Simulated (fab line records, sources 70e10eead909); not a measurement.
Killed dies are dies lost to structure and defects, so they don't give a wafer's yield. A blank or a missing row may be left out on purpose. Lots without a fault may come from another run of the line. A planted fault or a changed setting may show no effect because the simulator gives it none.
Chamber matching | flow nand_harc | NHARC_A_STAIRCASE_DEP_325 on pecvd-03: 3 sister chambers
The step deposits SiO2, target thk 7200 nm. 3 wafers are shown with their chamber, then 6 later ones without.

WAFERS WITH THEIR CHAMBER
wafer  | chamber | heater_power_w (W)
L548.3 | 0       | 723
L549.1 | 2       | 637
L549.6 | 1       | 549

WAFERS WITHOUT THEIR CHAMBER
wafer  | heater_power_w (W)
L554.1 | 764
L554.3 | 722
L554.6 | 561
L556.1 | 723
L556.2 | 697
L556.3 | 729

WHICH CHAMBER EACH WENT THROUGH
wafer  | from the rows above     | in truth
L554.1 | 0                       | 0
L554.3 | 0                       | 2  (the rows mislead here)
L554.6 | 1                       | 1
L556.1 | 0                       | 0
L556.2 | can't be placed: 0 or 2 | 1
L556.3 | 0                       | 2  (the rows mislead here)
Placed correctly: 3 of 6. Can't be placed from these rows: 1 (the true chamber is among the candidates in 0). Placed wrongly: 2.
How it was worked out, from the rows above alone: a wafer's distance from a chamber is the root of the sum, over the readings, of the square of ((its reading less the chamber's mean) divided by the reading's scatter). The wafer belongs to the nearest chamber; if the next one is less than 2 further off, it can't be placed. A chamber's mean is the mean of its shown wafers. The scatter: with one shown wafer a chamber, the root of the mean of the squares of how far each hidden wafer lies from its nearest shown one.
